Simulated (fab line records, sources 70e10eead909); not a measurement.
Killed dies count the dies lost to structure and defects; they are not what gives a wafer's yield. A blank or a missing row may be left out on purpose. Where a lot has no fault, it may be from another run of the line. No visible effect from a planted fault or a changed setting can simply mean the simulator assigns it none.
Matching of chambers | flow nand_harc | NHARC_A_STAIRCASE_DESCUM_291 on rie_diel-12: 4 sister chambers
The step chemistry O2, time 3 s. 18 wafers are shown with their chamber, then 9 later ones without.

## WAFERS, EACH WITH ITS CHAMBER
wafer  | chamber | showerhead_plenum_p_Torr (Torr) | drypump_motor_current_A (A) | rf_vpp_V (V)
L077.1 | 2       | 1.86                            | 5.4                         | 56.3
L077.2 | 0       | 1.97                            | 6.0                         | 58.3
L077.4 | 2       | 1.86                            | 5.4                         | 57.1
L079.2 | 2       | 1.85                            | 5.4                         | 59.4
L079.3 | 1       | 1.82                            | 5.7                         | 57.6
L079.4 | 0       | 1.96                            | 6.0                         | 58.0
L083.1 | 2       | 1.85                            | 5.4                         | 57.6
L083.3 | 1       | 1.82                            | 5.8                         | 57.2
L083.5 | 2       | 1.85                            | 5.4                         | 56.4
L085.2 | 2       | 1.85                            | 5.4                         | 57.3
L085.3 | 0       | 1.96                            | 6.0                         | 57.7
L085.5 | 3       | 1.93                            | 5.7                         | 57.9
L086.2 | 2       | 1.85                            | 5.4                         | 57.9
L086.4 | 0       | 1.96                            | 6.0                         | 57.7
L086.5 | 1       | 1.81                            | 5.7                         | 57.1
L089.1 | 0       | 1.95                            | 6.1                         | 59.4
L089.5 | 2       | 1.84                            | 5.4                         | 56.8
L089.6 | 1       | 1.81                            | 5.7                         | 57.1

SIGNATURES (means of the wafers above)
reading                  | chamber 0 | chamber 1 | chamber 2 | chamber 3 | scatter within a chamber
showerhead_plenum_p_Torr | 1.9600    | 1.8150    | 1.8513    | 1.9300    | 0.00648
drypump_motor_current_A  | 6.020     | 5.725     | 5.400     | 5.700     | 0.0333
rf_vpp_V                 | 58.220    | 57.250    | 57.350    | 57.900    | 0.806
Rule: for a wafer and a chamber, the distance is found by dividing, reading by reading, the gap between the wafer's reading and the chamber's mean by the reading's scatter, squaring, summing and taking the root. If the next closest chamber is less than 2 further off than the closest, the wafer can't be placed; otherwise it belongs to the closest. The scatter: take each reading less its chamber's mean, square it, sum over the shown wafers, divide by the number of wafers less the number of chambers, and take the root.

## WAFERS WITH NO CHAMBER GIVEN
wafer  | showerhead_plenum_p_Torr (Torr) | drypump_motor_current_A (A) | rf_vpp_V (V)
L091.4 | 1.93                            | 5.7                         | 57.5
L091.5 | 1.81                            | 5.7                         | 58.8
L091.6 | 1.95                            | 6.0                         | 57.5
L094.2 | 1.84                            | 5.4                         | 57.2
L094.3 | 1.95                            | 6.0                         | 57.2
L094.5 | 1.95                            | 6.1                         | 57.1
L096.1 | 1.80                            | 5.7                         | 55.4
L096.4 | 1.84                            | 5.4                         | 56.3
L096.6 | 1.92                            | 5.7                         | 58.6

## THE CHAMBER EACH PASSED THROUGH
wafer  | from the rows above | in truth
L091.4 | 3                   | 3
L091.5 | 1                   | 1
L091.6 | 0                   | 0
L094.2 | 2                   | 2
L094.3 | 0                   | 0
L094.5 | 0                   | 0
L096.1 | 1                   | 1
L096.4 | 2                   | 2
L096.6 | 3                   | 3
9 of 9 placed correctly. Can't be placed from these rows: 0. Placed wrongly: 0.
